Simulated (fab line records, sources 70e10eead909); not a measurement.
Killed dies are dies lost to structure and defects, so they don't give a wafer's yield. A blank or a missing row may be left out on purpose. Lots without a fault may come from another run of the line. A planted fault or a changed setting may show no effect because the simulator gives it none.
fab line records | flow nand_harc
record lots=6 wafers=18 last_day=24
route steps=1159 shown A_BONDPAD@1068
lots that met no fault: from a run of the same line without faults
start_h: hours from the record's first day to the start of the lot's first wafer shown | wait_h: hours since the lot's step before | " the same as in the row above | L1.1+2: a row that stands for several wafers | - no value, or no start given | * or withheld: withheld | < > ~ a bound
route shown NAME@n: a module of which the file shows steps, and the number in the route of the first | usual: mean/standard deviation of fault-free wafers | same: alike in all rows | chamber/n: place in a boat | sites: the reading at each site | _std_site: their standard deviation | _edge_site: outer sites' mean less inner sites' | radius_mm: how far each site lies from the wafer's centre | mask NAME#n: copy n | behind: the tool/chamber that last shaped the wafer | hold: why the lot was held/for how many hours/how that ended | device: the transistor (n, p or np) that didn't switch | end of line: the same wafers' tests at the end of the route | a step without rows: its recipe alone | killed: dies lost to structure and defects at the first sort, not the wafer's yield | map: a wafer's dies, x killed, . not, _ none there
set.NAME: the setting as run; set.NAME@STEP: as run at that earlier step | model.NAME: the simulator's own value behind a step, which no gauge read
lots at some steps of the route; a table a step, a row a wafer
services: from which hour (start_h, from the record's first day; less than 0 if before it) a tool's chamber was out of use, for how many hours, and why
## steps
# step NHARC_A_BONDPAD_EBR_05
# step NHARC_A_BONDPAD_EXPOSE_06
# recipe na=0.55 dose_mj=36.99 mask_id=A_BPAD
# step NHARC_A_BONDPAD_PEB_07
# recipe peb_temp_c=128 peb_time_s=80
# step NHARC_A_BONDPAD_DEVELOP_08
# recipe time_s=50 dev_temp_c=22
# step NHARC_A_BONDPAD_CD_MEAS_09
# recipe target_cd_nm=500 landing_energy_ev=500
# usual cd_nm=499.0/1.7
# same landing_energy_ev=500
# columns lot.wafer tool chamber start_h wait_h cd_nm
L694.1 cd_sem-03 0 423.43 - 497.7
L694.5 " 0 " " 499.7
L694.6 " 0 " " 500.3
L699.3 cd_sem-02 0 462.80 - 502.7
L699.5 " 0 " " 501.8
L699.6 " 0 " " 499.8
L700.2 cd_sem-01 0 465.13 - 498.1
L700.3 " 0 " " 498.5
L700.6 " 0 " " 499.5
L708.2 cd_sem-03 0 498.58 - 496.0
L708.4 " 0 " " 498.2
L708.6 " 0 " " 500.5
L713.1 cd_sem-03 0 528.54 - 499.8
L713.3 " 0 " " 496.2
L713.5 " 0 " " 500.5
L711.3 cd_sem-02 0 529.10 - 498.4
L711.5 " 0 " " 500.0
L711.6 " 0 " " 499.6
# step NHARC_A_BONDPAD_OVL_MEAS_35
# usual overlay_x_nm=0/5.6 overlay_y_nm=1/5.6
# columns lot.wafer tool chamber start_h wait_h overlay_x_nm overlay_y_nm
L694.1 overlay-01 - 423.52 - 0 8
L694.5 " - " " 0 8
L694.6 " - " " 1 9
L699.3 overlay-02 - 462.88 - -3 -1
L699.5 " - " " -3 -1
L699.6 " - " " -2 -1
L700.2 overlay-02 - 465.22 - 1 -12
L700.3 " - " " 0 -12
L700.6 " - " " 0 -12
L708.2 overlay-02 - 498.69 - 7 -1
L708.4 " - " " 7 -1
L708.6 " - " " 7 -2
L713.1 overlay-02 - 528.63 - -4 1
L713.3 " - " " -4 0
L713.5 " - " " -4 1
L711.3 overlay-01 - 529.18 - -5 9
L711.5 " - " " -4 9
L711.6 " - " " -5 8
# step NHARC_A_BONDPAD_HARDBAKE_10
# recipe temp_c=118 time_s=65
# step NHARC_A_BONDPAD_DESCUM_11
# recipe time_s=3 o2_flow_sccm=200 ar_flow_sccm=0 bias_power_w=0 chemistry=O2
# usual chamber_pressure_mTorr=59.99/0.05 drypump_motor_current_A=5.9/0.38 mfc_ar_sccm=0.010/0.0091 o2_flow_sccm=200.1/0.63 oes_product_au=0.999/0.0096 rf_vpp_V=57.8/0.83 showerhead_plenum_p_Torr=1.93/0.076 throttle_valve_pct=11.310/0.0089
# same bias_power_w=0 time_s=3
# columns lot.wafer tool chamber start_h wait_h chamber_pressure_mTorr drypump_motor_current_A mfc_ar_sccm o2_flow_sccm oes_product_au rf_hours_counter_h rf_vpp_V showerhead_plenum_p_Torr throttle_valve_pct
L694.1 rie_diel-01 1 423.66 - 59.97 5.2 0.020 200.2 0.988 4 57.3 1.98 11.309
L694.5 " 3 " " 60.04 6.3 0.012 199.6 0.991 - 57.6 2.02 11.315
L694.6 " 0 " " 60.06 5.6 0.022 200.0 0.989 - 58.2 2.00 11.306
L699.3 rie_diel-01 0 463.00 - 60.04 5.6 0.022 199.6 0.998 6 57.9 2.00 11.307
L699.6 " 0 " " 59.94 5.6 0.022 200.5 0.989 - 59.0 2.00 11.313
L699.5 " 1 " " 60.08 5.2 0.020 200.1 0.997 - 58.1 1.98 11.295
L700.2 rie_diel-08 3 465.34 - 59.97 5.6 0 200.8 1.007 52 56.3 1.84 11.312
L700.3 " 1 " " 59.99 5.9 0.020 199.4 1.007 55 57.7 1.83 11.305
L700.6 " 0 " " 59.94 6.2 0.004 199.7 0.997 - 57.2 1.78 11.331
L708.2 rie_diel-06 0 498.81 - 60.03 5.9 0 200.0 1.009 15 58.3 1.85 11.323
L708.6 " 1 " " 59.93 5.7 0 201.2 1.017 - 58.1 1.88 11.305
L708.4 " 3 " " 60.01 5.7 0.018 199.7 0.992 - 57.3 1.94 11.312
L713.1 rie_diel-08 2 528.77 - 60.06 6.4 0.003 200.5 1.013 17 57.5 1.92 11.306
L713.3 " 3 " " 59.99 5.6 0 199.1 0.988 15 57.1 1.83 11.319
L713.5 " 0 " " 59.96 6.2 0.004 200.9 1.001 - 57.6 1.78 11.314
L711.3 rie_diel-06 2 529.33 - 59.96 6.5 0 201.0 0.986 17 58.7 1.88 11.301
L711.5 " 3 " " 60.07 5.7 0.018 198.9 1.001 - 58.2 1.94 11.320
L711.6 " 0 " " 59.95 6.0 0 200.3 0.994 - 56.2 1.84 11.314
# step NHARC_A_BONDPAD_ETCH_34
# recipe target_depth_a=600 overetch_a=180 time_s=65.91 ion_energy_ev=200 n2_flow_sccm=150 h2_flow_sccm=150 ar_flow_sccm=0 rf_w=400 bias_w=150 chemistry=N2/H2
# usual bias_w=150.0/0.5 chamber_pressure_mTorr=29.997/0.026 drypump_motor_current_A=5.9/0.39 mfc_ar_sccm=0.010/0.0092 oes_product_au=1.000/0.011 rf_fwd_power_W=396.2/1.6 rf_vpp_V=430.7/2.2 showerhead_plenum_p_Torr=2.05/0.082 throttle_valve_pct=14.171/0.0086
# same time_s=65.91
# columns lot.wafer tool chamber start_h wait_h bias_w chamber_pressure_mTorr drypump_motor_current_A mfc_ar_sccm oes_product_au rf_fwd_power_W rf_hours_counter_h rf_vpp_V showerhead_plenum_p_Torr throttle_valve_pct
L694.1 rie_diel-01 2 423.73 0.1 151.2 30.005 6.1 0 1.001 395.4 4 434.0 2.10 14.159
L694.6 " 1 " " 149.9 29.958 5.2 0.020 0.987 395.3 - 431.8 2.11 14.188
L694.5 " 2 " " 150.5 30.003 6.1 0 0.999 394.9 - 431.6 2.10 14.172
L699.3 rie_diel-01 1 463.09 0.1 149.5 29.986 5.2 0.020 1.001 394.8 5 432.1 2.11 14.160
L699.5 " 0 " " 149.3 30.013 5.6 0.022 0.996 398.4 - 433.4 2.13 14.179
L699.6 " 1 " " 150.7 30.020 5.2 0.020 0.988 396.5 - 433.4 2.11 14.162
L700.3 rie_diel-08 3 465.44 0.1 149.7 29.968 5.6 0 0.992 395.7 52 426.5 1.96 14.176
L700.2 " 1 " " 150.4 29.986 5.9 0.020 0.999 391.5 55 427.4 1.95 14.165
L700.6 " 0 " " 150.8 30.015 6.2 0.004 0.998 394.9 - 425.0 1.90 14.163
L708.2 rie_diel-06 1 498.92 0.1 150.5 29.971 5.7 0 1.024 395.9 14 429.3 2.00 14.169
L708.6 " 1 " " 150.0 29.995 5.7 0 1.027 398.1 - 429.4 2.00 14.168
L708.4 " 3 " " 149.8 29.997 5.7 0.018 0.992 395.8 - 430.4 2.07 14.172
L713.3 rie_diel-08 3 528.84 0.1 150.3 30.027 5.5 0 0.996 396.1 15 428.9 1.95 14.148
L713.1 " 0 " " 149.2 29.978 6.3 0.004 1.003 395.9 13 427.0 1.89 14.163
L713.5 " 2 " " 150.0 30.021 6.4 0.003 1.006 396.3 - 432.0 2.05 14.174
L711.3 rie_diel-08 3 529.40 0.1 150.5 29.980 5.6 0 0.992 395.8 15 427.3 1.95 14.171
L711.5 " 1 " " 148.9 29.960 5.9 0.020 1.009 393.9 - 428.7 1.94 14.166
L711.6 " 2 " " 149.3 30.012 6.4 0.003 1.007 395.4 - 429.3 2.05 14.177
# step NHARC_A_BONDPAD_ETCH_12
# recipe target_depth_a=2200 time_s=110 chf3_flow_sccm=50 o2_flow_sccm=10 ar_flow_sccm=200 rf_w=500 bias_w=200 chemistry=CHF3/O2
# usual bias_w=200.0/0.64 chamber_pressure_mTorr=25.000/0.024 drypump_motor_current_A=5.8/0.4 mfc_ar_sccm=199.9/0.55 o2_flow_sccm=9.999/0.029 oes_product_au=0.947/0.024 rf_fwd_power_W=496.8/1.9 rf_vpp_V=371.0/2 showerhead_plenum_p_Torr=2.42/0.085 throttle_valve_pct=20.574/0.0087
# same time_s=110
# columns lot.wafer tool chamber start_h wait_h bias_w chamber_pressure_mTorr drypump_motor_current_A mfc_ar_sccm o2_flow_sccm oes_product_au rf_fwd_power_W rf_hours_counter_h rf_vpp_V showerhead_plenum_p_Torr throttle_valve_pct
L694.1 rie_diel-01 2 - - 198.6 24.958 6.1 200.2 10.015 0.914 498.0 4 371.5 2.47 20.572
L694.5 " 2 " " 199.5 24.990 6.1 200.0 9.997 0.924 497.2 - 372.5 2.47 20.571
L694.6 " 3 " " 200.2 25.022 6.2 200.1 10.005 0.925 495.6 - 373.9 2.53 20.547
L699.3 rie_diel-01 3 - - 200.8 25.001 6.2 199.3 10.028 0.979 498.6 5 372.7 2.53 20.571
L699.5 " 1 " " 200.7 25.029 5.2 199.8 9.986 0.961 497.1 - 370.9 2.48 20.563
L699.6 " 2 " " 198.9 24.975 6.1 199.7 10.011 0.982 494.3 - 372.9 2.47 20.584
L700.2 rie_diel-08 1 - - 200.3 25.000 5.9 199.2 10.062 0.939 497.6 55 367.9 2.30 20.575
L700.3 " 3 " " 200.9 24.967 5.5 199.4 9.985 0.924 496.0 52 367.3 2.31 20.577
L700.6 " 1 " " 200.2 24.986 5.9 200.2 10.036 0.931 498.4 - 367.8 2.30 20.570
L708.2 rie_diel-06 3 - - 200.0 24.989 5.6 200.0 9.994 0.918 493.0 15 370.3 2.44 20.586
L708.6 " 0 " " 199.6 24.981 6.0 200.3 10.030 0.928 499.0 - 370.4 2.32 20.564
L708.4 " 1 " " 200.5 25.003 5.7 199.8 9.955 0.954 497.1 - 370.4 2.36 20.584
L713.3 rie_diel-08 2 - - 199.8 25.007 6.5 199.6 9.975 0.929 494.5 17 370.6 2.41 20.569
L713.1 " 0 " " 199.1 25.006 6.3 199.2 10.006 0.923 497.7 13 365.9 2.24 20.562
L713.5 " 2 " " 200.5 25.017 6.4 200.3 9.999 0.935 496.6 - 370.6 2.41 20.567
L711.3 rie_diel-01 0 529.50 - 199.5 25.031 5.6 200.8 9.978 1.007 496.8 1 373.4 2.50 20.587
L711.6 " 0 " " 200.4 25.020 5.6 201.1 9.992 1.000 498.6 - 373.9 2.50 20.581
L711.5 " 1 " " 199.2 25.038 5.2 200.4 10.022 0.978 495.5 - 372.8 2.48 20.578
# step NHARC_A_BONDPAD_CD_MEAS_13
# usual cd_nm=498.5/1.8
# columns lot.wafer tool chamber start_h wait_h cd_nm
L694.1 cd_sem-01 - 423.96 - 497.1
L694.5 " - " " 500.8
L694.6 " - " " 498.1
L699.3 cd_sem-01 - 463.32 - 501.4
L699.5 " - " " 500.9
L699.6 " - " " 498.9
L700.2 cd_sem-02 - 465.71 - 497.3
L700.3 " - " " 497.6
L700.6 " - " " 499.3
L708.2 cd_sem-03 - 499.18 - 496.6
L708.4 " - " " 498.8
L708.6 " - " " 499.3
L713.1 cd_sem-03 - 529.07 - 499.0
L713.3 " - " " 494.6
L713.5 " - " " 499.6
L711.3 cd_sem-02 - 529.65 - 497.4
L711.5 " - " " 499.6
L711.6 " - " " 499.3
# step NHARC_A_BONDPAD_STRIP_15
# recipe o2_flow_sccm=500 ar_flow_sccm=0 bias_w=0 chemistry=O2
# usual chamber_pressure_mTorr=60.01/0.084 drypump_motor_current_A=5.8/0.4 mfc_ar_sccm=0.010/0.0094 o2_flow_sccm=500.0/1.6 oes_product_au=1.001/0.012 rf_vpp_V=57.7/0.83 showerhead_plenum_p_Torr=3.58/0.11 throttle_valve_pct=17.037/0.0088
# columns lot.wafer tool chamber start_h wait_h chamber_pressure_mTorr drypump_motor_current_A mfc_ar_sccm o2_flow_sccm oes_product_au rf_hours_counter_h rf_vpp_V showerhead_plenum_p_Torr throttle_valve_pct
L694.1 rie_diel-01 1 424.03 0.1 59.99 5.2 0.020 499.6 0.988 4 57.3 3.64 17.039
L694.5 " 1 " " 60.01 5.2 0.020 496.8 0.984 - 57.9 3.64 17.045
L694.6 " 2 " " 60.02 6.1 0 499.7 0.995 - 58.7 3.63 17.032
L699.3 rie_diel-01 2 463.44 0.1 60.06 6.1 0 499.5 1.012 5 57.0 3.62 17.040
L699.6 " 3 " " 59.91 6.2 0.012 500.3 1.007 - 57.6 3.71 17.027
L699.5 " 0 " " 60.04 5.6 0.022 499.2 1.010 - 57.3 3.67 17.047
L700.3 rie_diel-06 0 465.78 0.1 60.00 5.9 0 500.1 1.015 8 57.4 3.42 17.042
L700.2 " 3 " " 59.95 5.7 0.018 499.4 0.990 8 56.9 3.58 17.032
L700.6 " 0 " " 59.95 5.9 0 499.9 1.011 - 57.9 3.42 17.053
L708.2 rie_diel-06 0 499.25 0.1 59.97 5.9 0 499.0 1.008 16 57.2 3.41 17.041
L708.4 " 1 " " 59.96 5.7 0 498.4 1.031 - 57.3 3.47 17.038
L708.6 " 3 " " 60.65 5.7 0.018 501.4 0.985 - 59.5 3.58 17.050
L713.1 rie_diel-01 0 529.16 0.1 59.94 5.6 0.022 500.2 1.007 1 57.7 3.67 17.053
L713.3 " 2 " " 59.99 6.1 0 500.9 1.000 1 58.4 3.62 17.040
L713.5 " 0 " " 60.10 5.6 0.022 498.8 1.014 - 57.2 3.67 17.027
L711.3 rie_diel-06 3 529.72 0.1 59.99 5.7 0.018 498.7 1.007 20 56.7 3.58 17.049
L711.6 " 3 " " 60.11 5.7 0.018 501.7 1.000 - 58.3 3.58 17.057
L711.5 " 0 " " 59.93 5.9 0 499.4 1.009 - 56.9 3.41 17.021
# step NHARC_A_BONDPAD_ETCH_24
# recipe target_depth_a=300 over_etch_frac=0.3 time_s=72.99 ion_energy_ev=150 cf4_flow_sccm=50 n2_flow_sccm=100 ar_flow_sccm=150 rf_w=300 bias_w=100 chemistry=CF4/N2
# usual bias_w=99.99/0.3 cf4_flow_sccm=49.99/0.15 chamber_pressure_mTorr=30.000/0.023 drypump_motor_current_A=5.9/0.4 mfc_ar_sccm=150.0/0.48 oes_product_au=1.003/0.011 rf_fwd_power_W=297.4/1.2 rf_vpp_V=314.7/1.6 showerhead_plenum_p_Torr=2.66/0.08 throttle_valve_pct=19.794/0.009 time_s=72.99/0
# columns lot.wafer tool chamber start_h wait_h bias_w cf4_flow_sccm chamber_pressure_mTorr drypump_motor_current_A mfc_ar_sccm oes_product_au rf_fwd_power_W rf_hours_counter_h rf_vpp_V showerhead_plenum_p_Torr throttle_valve_pct time_s
L694.1 rie_diel-01 0 424.19 - 100.34 50.05 30.006 5.6 151.1 1.003 300.1 4 315.0 2.74 19.809 72.99
L694.5 " 3 " " 100.23 50.01 30.035 6.3 150.7 1.009 297.5 - 316.0 2.76 19.802 72.99
L694.6 " 0 " " 100.36 49.87 30.024 5.6 150.8 1.009 299.2 - 316.6 2.74 19.801 72.99
L699.3 rie_diel-01 0 463.55 - - - - - - - - - - - - -
L699.6 " 3 " " - - - - - - - - - - - -
L699.5 " 0 " " - - - - - - - - - - - -
L700.3 rie_diel-06 2 465.93 - - - - - - - - - - - - -
L700.2 " 3 " " - - - - - - - - - - - -
L700.6 " 2 " " - - - - - - - - - - - -
L708.2 rie_diel-06 3 499.56 0.3 99.90 49.99 30.003 5.7 150.3 1.004 296.5 15 314.7 2.66 19.786 72.99
L708.6 " 1 " " 99.88 50.20 29.973 5.7 150.0 1.035 299.1 - 314.8 2.58 19.803 72.99
L708.4 " 3 " " 99.72 50.18 29.935 5.7 150.3 0.997 296.9 - 314.0 2.66 19.802 72.99
L713.1 rie_diel-01 1 529.30 - 99.59 49.69 30.010 5.2 149.7 0.993 297.8 1 314.8 2.71 19.778 72.99
L713.3 " 3 " " 100.32 49.88 30.025 6.2 150.2 0.995 299.8 1 317.0 2.76 19.803 72.99
L713.5 " 2 " " 99.58 49.90 30.018 6.1 150.0 0.985 296.3 - 314.3 2.70 19.797 72.99
L711.3 rie_diel-06 0 529.91 0.2 100.37 50.01 30.000 6.0 150.6 1.005 298.4 20 312.1 2.54 19.789 72.99
L711.6 " 3 " " 100.49 49.84 30.017 5.6 149.9 1.004 297.3 - 315.0 2.66 19.816 72.99
L711.5 " 2 " " 100.11 49.93 30.036 6.5 150.1 1.008 298.8 - 312.8 2.58 19.789 72.99
# step NHARC_A_BONDPAD_STRIP_16
# recipe time_s=600 temp_c=30 chemistry=post_etch_residue_remover
## services
# columns tool chamber start_h hours kind
rie_diel-08 3 412.25 7.3 repair
rie_diel-06 - 418.25 9.0 pm
rie_diel-01 0 421.93 - clean
rie_diel-01 1 421.93 - clean
rie_diel-01 2 421.93 - clean
rie_diel-01 3 421.93 - clean
rie_diel-01 - 422.91 0.6 repair
rie_diel-08 0 425.33 4.7 repair
rie_diel-01 2 427.60 9.1 repair
rie_diel-01 0 446.45 - clean
rie_diel-01 1 446.45 - clean
rie_diel-01 2 446.45 - clean
rie_diel-01 3 446.45 - clean
rie_diel-08 2 457.24 16.9 repair
rie_diel-01 0 470.95 - clean
rie_diel-01 1 470.95 - clean
rie_diel-01 2 470.95 - clean
rie_diel-08 - 478.95 9.0 pm
rie_diel-01 2 483.64 5.6 repair
rie_diel-01 - 491.80 9.0 pm
rie_diel-06 2 496.83 10.5 repair
rie_diel-08 0 501.98 4.2 repair
rie_diel-01 - 513.24 0.8 repair
rie_diel-06 1 529.50 5.6 repair
## key
first_sign step=NHARC_A_BONDPAD_ETCH_24 reading=tool_record direction=missing
effect none on later readings
met_at NHARC_A_BONDPAD_ETCH_24
struck_wafers L699.3,L699.5,L699.6,L700.2,L700.3,L700.6
later_rows_left_out L699.3,L699.5,L699.6,L700.2,L700.3,L700.6
sort_left_out L699.3,L699.5,L699.6,L700.2,L700.3,L700.6
onset_between 424.19 463.55
fault kind=skipped_step_whole tool=rie_diel-01,rie_diel-06 chamber=- onset_h=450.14 steps=NHARC_A_BONDPAD_ETCH_24 scope=struck_lots_only
# sort_left_out: the simulated sort isn't trusted on such a fault, so these wafers' sort isn't shown, and their yield isn't known
# later_rows_left_out: the simulator's readings of these wafers behind a module that went badly wrong aren't trusted and aren't shown, but for the sort
